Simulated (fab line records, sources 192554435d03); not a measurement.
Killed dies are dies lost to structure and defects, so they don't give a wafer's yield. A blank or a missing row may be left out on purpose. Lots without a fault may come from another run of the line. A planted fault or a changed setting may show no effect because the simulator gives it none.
Which tool did it? | flow n5_finfet | 12 lots, 36 wafers sampled, at 2 steps of a route of 1938

WHAT THE GAUGES READ, wafer by wafer
N5_BEOL_M4_CD_MEAS_18: pitch 36 nm, target cd 18 nm.
lot  | measured     | on        | cd_nm (nm)
L075 | day 8 02:34  | cd_sem-01 | 18.0 18.3 17.5
L077 | day 8 05:06  | cd_sem-03 | 18.0 17.9 18.4
L079 | day 8 19:12  | cd_sem-01 | 17.9 17.6 17.1
L082 | day 9 10:05  | cd_sem-02 | 18.0 17.8 17.9
L083 | day 9 16:37  | cd_sem-02 | 17.9 17.7 17.5
L085 | day 10 05:27 | cd_sem-01 | 17.7 17.4 18.0
L088 | day 10 21:02 | cd_sem-03 | 17.7 18.0 18.1
L089 | day 11 15:23 | cd_sem-03 | 17.5 17.9 18.3
L091 | day 12 00:27 | cd_sem-03 | 17.7 17.4 17.6
L092 | day 12 04:40 | cd_sem-03 | 17.6 18.5 17.6
L095 | day 12 14:52 | cd_sem-03 | 18.0 18.1 18.3
L096 | day 13 07:10 | cd_sem-01 | 18.6 18.3 18.3

WHICH TOOL RAN EACH LOT (tool, then ch and the chambers of the sampled wafers, then the start)
lot  | N5_BEOL_M4_PECVD_72
L075 | pecvd-04 ch 0,1, day 8 00:20
L077 | pecvd-01 ch 0,2, day 8 02:12
L079 | pecvd-04 ch 0,1,2, day 8 17:33
L082 | pecvd-03 ch 0,2, day 9 08:04
L083 | pecvd-01 ch 0,1, day 9 13:34
L085 | pecvd-04 ch 0,1, day 10 03:35
L088 | pecvd-03 ch 0,1,2, day 10 18:56
L089 | pecvd-03 ch 0,1,2, day 11 11:14
L091 | pecvd-03 ch 0,1,2, day 11 21:13
L092 | pecvd-01 ch 1,2, day 12 01:16
L095 | pecvd-04 ch 0,1,2, day 12 12:12
L096 | pecvd-04 ch 0,1,2, day 13 05:47
- N5_BEOL_M4_PECVD_72: deposits SiO2 from TEOS/O2, target thk 16 nm, time 18 s.

THE ANSWER, worked out from the rows above alone
Rule: what is usual is taken from the lots themselves. Put in order of their means at a reading, lots are off if they are a third of the lots or fewer, leave a main group of 4 or more, and stand apart from it by a gap of 3 or more times the standard deviation of the main group's means; of several such gaps the widest counts. A main group whose means are all the same, to the digits that the tables above print for the reading, isn't used. A lot without any number at a reading at which 4 lots or more have one is off too. The other lots that the step has rows for count as sound.
No lot is off at any reading shown: from this, nothing can be told.

WHAT THE SIMULATOR HAD PUT IN
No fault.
